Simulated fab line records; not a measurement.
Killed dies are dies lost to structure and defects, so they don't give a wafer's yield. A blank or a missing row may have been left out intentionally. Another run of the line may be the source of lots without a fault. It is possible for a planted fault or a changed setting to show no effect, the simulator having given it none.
Which tool was responsible? -- flow n5-finfet -- 44 wafers from 15 lots sampled at 4 of the route's 1938 steps

== WHAT THE GAUGES SHOWED, per wafer ==
N5_SDB_CD_MEAS_11: target cd 50 nm. Usual: cd-nm at 50.5 nm, with a standard deviation of 1.5.
lot,measured,on,cd-nm (nm),flag
L926,day 3 18:12,cd-sem-03,48.1 51.3 51.2,
L929,day 4 15:50,cd-sem-01,51.6 51.3 51.0,
L931,day 5 01:11,cd-sem-03,50.6 52.0 50.7,
L932,day 5 05:37,cd-sem-01,49.8 50.5 50.1,
L933,day 5 11:10,cd-sem-02,49.9 49.5 47.9,
L934,day 5 18:19,cd-sem-03,50.8 50.7 51.9,
L935,day 6 00:57,cd-sem-01,52.1 50.9 54.0,
L936,day 6 09:25,cd-sem-02,51.0 51.6,
L945,day 8 10:23,cd-sem-02,49.2 49.6 49.4,
L946,day 8 15:59,cd-sem-02,52.3 50.4 48.3,
L948,day 9 07:13,cd-sem-01,50.7 51.1 52.9,
L949,day 9 11:46,cd-sem-03,46.9 51.0 51.9,

N5_BEOL_M4_RC_MEAS_101. Usual: DIBL_N 35.9 mV/V, standard deviation 2.5; DIBL_P 36.0 mV/V, standard deviation 3; IOFF_N 0.16 nA/um, standard deviation 0.047; IOFF_P 0.21 nA/um, standard deviation 0.047; ION_N 671 uA/um, standard deviation 14; ION_P 460 uA/um, standard deviation 8.8; SS_N 71.5 mV/dec, standard deviation 0.73; SS_P 73.2 mV/dec, standard deviation 0.91; VT_N 250 mV, standard deviation 4.3; VT_P -251 mV, standard deviation 3.6.
lot,measured,on,DIBL_N (mV/V),DIBL_P (mV/V),IOFF_N (nA/um),IOFF_P (nA/um),ION_N (uA/um),ION_P (uA/um),SS_N (mV/dec),SS_P (mV/dec),VT_N (mV),VT_P (mV),flag
L926,day 7 18:34,prober-02,34.8 37.7 34.1,34.4 37.2 33.6,0.14 0.20 0.14,0.19 0.22 0.17,662 679 653,453 465 444,71.0 72.4 70.5,73.3 73.2 72.7,250 245 249,-254 -251 -256,
L929,day 8 15:19,prober-01,36.9 33.8 35.2,36.9 32.7 33.2,0.17 0.12 0.14,0.21 0.16 0.17,670 657 665,456 446 455,71.9 71.5 71.5,72.8 71.5 73.1,250 254 251,-249 -253 -254,
L931,day 8 19:20,prober-01,39.6 32.6 40.8,39.0 29.5 38.8,0.24 0.10 0.28,0.26 0.13 0.26,707 654 684,475 447 460,71.7 69.6 72.6,74.3 71.7 74.4,241 256 243,-249 -256 -248,
L932,day 8 23:23,prober-02,37.6 40.0 34.1,35.2 40.5 33.2,0.16 0.24 0.12,0.20 0.31 0.17,657 689 648,450 466 447,72.0 72.2 70.2,73.0 74.5 72.8,254 243 254,-249 -243 -254,
L933,day 9 14:58,prober-02,35.2 32.0 32.7,34.8 32.5 32.3,0.16 0.12 0.12,0.17 0.14 0.14,677 660 658,453 452 449,71.7 70.7 70.5,72.9 72.5 72.9,250 252 254,-256 -254 -257,
L934,day 10 01:07,prober-01,37.0 36.8 38.2,35.8 35.4 36.5,0.16 0.15 0.17,0.21 0.19 0.21,681 667 674,465 454 457,71.8 71.2 72.0,74.2 73.2 73.9,251 251 247,-250 -254 -252,
L935,day 10 06:10,prober-01,31.1 34.7 34.7,29.3 32.3 32.0,0.08 0.11 0.12,0.12 0.15 0.14,650 642 655,452 444 444,69.3 71.4 70.7,70.9 72.0 71.4,257 256 253,-257 -253 -253,
L936,day 10 09:12,prober-02,36.7 30.7,38.3 32.0,0.19 0.10,0.26 0.18,684 639,480 456,71.8 70.1,73.1 71.6,246 255,-247 -248,
L945,day 12 16:28,prober-01,36.5 38.0 37.2,36.7 36.8 38.1,0.16 0.18 0.17,0.22 0.21 0.25,681 690 676,465 461 468,70.9 71.8 72.1,73.4 73.0 73.2,250 250 250,-249 -252 -249,
L946,day 12 19:54,prober-01,34.3 35.8 37.4,34.8 37.5 40.5,0.13 0.15 0.21,0.19 0.22 0.29,667 654 692,460 457 473,71.5 71.7 72.7,73.0 73.7 74.5,253 251 243,-252 -249 -244,
L948,day 13 12:14,prober-02,35.0 34.7 32.9,35.1 34.8 32.7,0.13 0.15 0.10,0.19 0.19 0.16,655 681 656,452 468 455,71.1 71.2 71.0,72.8 73.5 72.0,255 251 259,-252 -250 -254,
L949,day 13 12:32,prober-01,35.2 39.7 33.6,33.5 39.0 33.2,0.12 0.20 0.11,0.16 0.25 0.16,668 673 664,458 457 462,71.1 73.0 70.8,73.0 74.5 72.2,254 249 253,-252 -250 -254,

== EACH LOT AND THE TOOL THAT RAN IT (in order: tool; ch and the chambers of the sampled wafers; start) ==
lot,N5_SPACER0_ALD_07,N5_ILD0_CMP_03
L926,"ald-sin-01 ch 1,3, day 2 22:53","cmp-02 ch 0,1,3, day 3 14:03"
L929,"ald-sin-03 ch 1,2, day 3 19:08","cmp-02 ch 0,1,2, day 4 11:29"
L931,"ald-sin-03 ch 1,2,3, day 4 07:35","cmp-04 ch 0,2, day 4 20:58"
L932,"ald-sin-03 ch 0,2,3, day 4 12:33","cmp-02 ch 1,3, day 5 01:26"
L933,"ald-sin-01 ch 0,1, day 4 18:04","cmp-03 ch 0,2,3, day 5 06:59"
L934,"ald-sin-01 ch 0,3, day 5 00:44","cmp-02 ch 1,3, day 5 13:50"
L935,"ald-sin-03 ch 0,2,3, day 5 06:43","cmp-02 ch 0,2,3, day 5 20:20"
L936,"ald-sin-03 ch 3, day 5 16:16","cmp-04 ch 0,1, day 6 05:11"
L939,"ald-sin-04 ch 0,1,2, day 6 10:13","cmp-02 ch 0,1,2, day 6 23:10"
L940,"ald-sin-03 ch 1,2,3, day 6 13:52","cmp-03 ch 1,2, day 7 02:02"
L941,"ald-sin-03 ch 1,2, day 6 18:43","cmp-03 ch 0,2,3, day 7 10:42"
L945,"ald-sin-01 ch 0,3, day 7 17:31","cmp-04 ch 0,1, day 8 06:02"
L946,"ald-sin-04 ch 0,1, day 7 22:57","cmp-04 ch 0,2, day 8 11:20"
L948,"ald-sin-01 ch 2,3, day 8 12:21","cmp-02 ch 0,1,3, day 9 02:39"
L949,"ald-sin-01 ch 0,1,2, day 8 17:32","cmp-03 ch 1,2,3, day 9 07:30"
- N5_SPACER0_ALD_07: deposits SiNx, target thk 2 nm.
- N5_ILD0_CMP_03: polishes, stops on SiNx, t overpolish 1.9 s, target thk 197.38 nm.

== AS READ BY THE TOOLS THEMSELVES (means over the sampled wafers that have a number; for cases with no such wafer, the mark the record gives instead) ==
N5_SPACER0_ALD_07. Usual: heater-power-w at 804 W, with a standard deviation of 62.
lot,tool,heater-power-w (W),flag
L926,ald-sin-01,813,
L929,ald-sin-03,772,
L931,ald-sin-03,818,
L932,ald-sin-03,849,
L933,ald-sin-01,723,
L934,ald-sin-01,735,
L935,ald-sin-03,845,
L936,ald-sin-03,910,
L939,ald-sin-04,838,
L940,ald-sin-03,830,
L941,ald-sin-03,808,
L945,ald-sin-01,728,
L946,ald-sin-04,821,
L948,ald-sin-01,802,
L949,ald-sin-01,780,

N5_ILD0_CMP_03. Usual: edge-zone-pressure-frac 1.001, standard deviation 0.0048; head-pressure-psi 4.150 psi, standard deviation 0.0085; motor-current-A 12.2 A, standard deviation 1.3; overpolish-run-s 1.900 s, standard deviation 0.0082; retaining-ring-pressure-frac 1.000, standard deviation 0.0052; time-to-endpoint-s 68 s, standard deviation 5.2.
lot,tool,edge-zone-pressure-frac,head-pressure-psi (psi),motor-current-A (A),overpolish-run-s (s),retaining-ring-pressure-frac,time-to-endpoint-s (s),flag
L926,cmp-02,1.001,4.144,12.3,1.900,0.996,71,
L929,cmp-02,1.004,4.157,12.0,1.900,0.997,66,
L931,cmp-04,1.006,4.160,14.1,1.903,1.004,75,
L932,cmp-02,1.000,4.154,12.5,1.905,1.001,73,
L933,cmp-03,1.006,4.153,12.6,1.898,0.999,65,
L934,cmp-02,1.005,4.154,12.4,1.910,1.003,70,
L935,cmp-02,1.005,4.148,12.0,1.896,1.004,70,
L936,cmp-04,0.996,4.155,12.2,1.892,1.000,74,
L939,cmp-02,-,-,-,-,-,-,OFF
L940,cmp-03,-,-,-,-,-,-,OFF
L941,cmp-03,-,-,-,-,-,-,OFF
L945,cmp-04,1.002,4.145,12.7,1.901,1.002,68,
L946,cmp-04,1.001,4.155,13.7,1.894,0.997,68,
L948,cmp-02,1.001,4.141,11.8,1.900,0.994,72,
L949,cmp-03,1.004,4.153,12.8,1.902,1.003,64,

== THE ANSWER, worked out from the rows above alone ==
Rule: lot off if the mean of its wafers having a number is beyond 3 standard deviations from the usual mean. A lot without any number at a reading at which 4 lots or more have one is off too. Any other lot the step has rows for is counted as sound. The gauges are gone through in route order, then the tools' own readings, and for those a lot's mean is taken as printed above. The first step at which some lot is off is used, and at that step the reading that is off furthest; a lot without a number counts as furthest.
Off, at N5_ILD0_CMP_03 on edge-zone-pressure-frac: L939, L940, L941. Without a number there: L939, L940, L941.
A tool fits if, at that step or a process step before it, it ran every lot that is off, and no sound lot after the first of them. None of those tried fits.

== WHAT WAS PUT IN BY THE SIMULATOR ==
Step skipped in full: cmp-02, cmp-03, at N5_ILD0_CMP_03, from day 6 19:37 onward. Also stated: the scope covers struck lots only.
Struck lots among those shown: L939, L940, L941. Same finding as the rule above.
